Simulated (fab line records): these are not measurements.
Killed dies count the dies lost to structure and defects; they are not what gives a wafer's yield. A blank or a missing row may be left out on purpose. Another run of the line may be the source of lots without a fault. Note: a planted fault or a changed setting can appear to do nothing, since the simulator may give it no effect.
Comparing a struck lot with a sound one + flow n5-finfet + 15 out of 1938 route steps
Sound: wafers L930.1, L930.2, L930.3. Struck: wafer L941.3 (left out: L941.5, L941.6 of the same lot, which were not struck); the cause appears at the end.
For every step that has rows: the tool of each side, followed by ch and its chambers, followed by its first start. Under that, the readings that differ: sound wafers + struck wafers + difference of the means + sigmas: that difference in standard deviations of wafers without a fault.
alike: readings whose means differ by less than 2 such deviations, and words and numbers that are the same on both sides. not compared: withheld readings, readings that some wafer has no value for, bounds like >300 that may hide the same value, and numbers for which the record gives no deviation and whose values overlap.
Wherever a step has rows on one side only, a row that says differs or no value, or a row with sigmas, the two part there. When numbers do not overlap yet have no deviation, they are printed without sigmas and do not part them. A reading that every wafer of one side lacks parts them only if that side has two wafers or more.

first, 2 steps without rows for these wafers: N5_BEOL_M0_SPUTTER_132 (material Cu, target thk 4 nm, time 7.37 s); N5_BEOL_M0_ANNEAL_133 (time 60 s).
N5_BEOL_M0_SPUTTER_134: material Cu, target thk 4 nm, time 7.37 s.
  sound: pvd-sputter-02 at day 7 10:55; struck: pvd-sputter-01 at day 10 03:29
  alike: substrate-temp-c, throttle-valve-pct
N5_BEOL_M0_ANNEAL_135: time 60 s.
  sound: pvd-sputter-02 at day 7 10:59; struck: pvd-sputter-01 at day 10 03:34
  alike: heater-power-w
N5_BEOL_M0_SPUTTER_141: material Cu, target thk 4 nm, time 7.37 s.
  sound: pvd-sputter-02 at day 7 11:02; struck: pvd-sputter-01 at day 10 03:36
  alike: substrate-temp-c, throttle-valve-pct
then, 1 step without rows for these wafers: N5_BEOL_M0_ECD_118 (material Cu, target thk 300 nm).
N5_BEOL_M0_ANNEAL_119: time 90 s.
  sound on rtp-anneal-01 ch 0, day 7 11:37; struck on rtp-anneal-01 ch 0, day 10 03:56
  alike: wafer_temp_C_max
N5_BEOL_M0_CMP_120: polishes, stops on SiOC, t overpolish 6.9 s.
  sound on cmp-03 ch 0,1,2, day 7 11:56; struck on cmp-03 ch 1, day 10 04:16
| reading              | sound             | struck | difference | sigmas |
|----------------------|-------------------|--------|------------|--------|
| overpolish-run-s (s) | 6.907 6.902 6.892 | 6.878  | -0.022     | -2     |
  alike: barrier-field-endpoint-s, clearing-platen-rpm, motor-current-A, time-to-endpoint-s
then, 3 steps without rows for these wafers: N5_BEOL_M0_PRE_CLEAN_131 (time 15 s); N5_BEOL_M0_CO_CAP_123 (material Co, precursor CCTBA/H2, target thk 2 nm, time 102.1 s); N5_BEOL_M0_PRE_CLEAN_124 (time 15 s).
N5_BEOL_M0_DEP_125: deposits SiCN from 3MS/NH3, target thk 8 nm, time 14 s.
  sound on pecvd-02 ch 0,1,2, day 7 12:25; struck on pecvd-03 ch 1, day 10 04:38
| reading                                   | sound             | struck | difference | sigmas |
|-------------------------------------------|-------------------|--------|------------|--------|
| showerhead-plenum-p-Torr (Torr)           | 3.683 3.677 3.677 | 3.639  | -0.040     | -3     |
| model.SiCN_of_BEOL_M0_DEP_125.thk-nm (nm) | 8.2 8.2 8         | 7      | -1         |        |
  alike: throttle-valve-pct
N5_BEOL_M0_RS_MEAS_126: the measuring method here is four-point-probe.
  sound: film-metro-02 at day 7 12:29; struck: film-metro-02 at day 10 04:43
  alike: M0_RS
-- record jumps: 3 days separate the struck wafers' starts on either side; left off in module BEOL_M0, taken up again in module BEOL_M4, whose first shown step is the route's number 1111 --
N5_BEOL_M4_RC_MEAS_101:
  sound on prober-01 ch 0, day 10 03:07; struck on prober-02 ch 0, day 13 13:59
  alike: DIBL_N, DIBL_P, IOFF_N, IOFF_P, ION_N, ION_P, SS_N, SS_P, VT_N, VT_P
-- the record jumps here: 4 days lie between the struck wafers' starts before and after (it left off in module BEOL_M4 and takes up again in module PASSIVATION, whose first step shown is number 1936 of the route) --
N5_PASSIVATION_PROBE_49:
  sound: prober-02 at day 14 14:47; struck: prober-01 at day 18 01:22
  alike: defect-limited-yield, killed_at_M0_to_M3, killed_at_M4_up, killed-at-contacts, killed-at-front-end, killed-at-other, killed-dies, killed-open, killed-short, sort_bin_4_leakage, sort_bin_5_function, sort_bin_6_memory, sort_bin_8_speed, sort-n-pass, sort-yield-pct

WHERE THEY PART
Earliest at N5_BEOL_M0_CMP_120; latest, in this record, at N5_BEOL_M0_DEP_125. Later steps at which nothing parts them and some readings are alike: N5_BEOL_M0_RS_MEAS_126, N5_BEOL_M4_RC_MEAS_101, N5_PASSIVATION_PROBE_49.

WHY: what had been put in by the simulator
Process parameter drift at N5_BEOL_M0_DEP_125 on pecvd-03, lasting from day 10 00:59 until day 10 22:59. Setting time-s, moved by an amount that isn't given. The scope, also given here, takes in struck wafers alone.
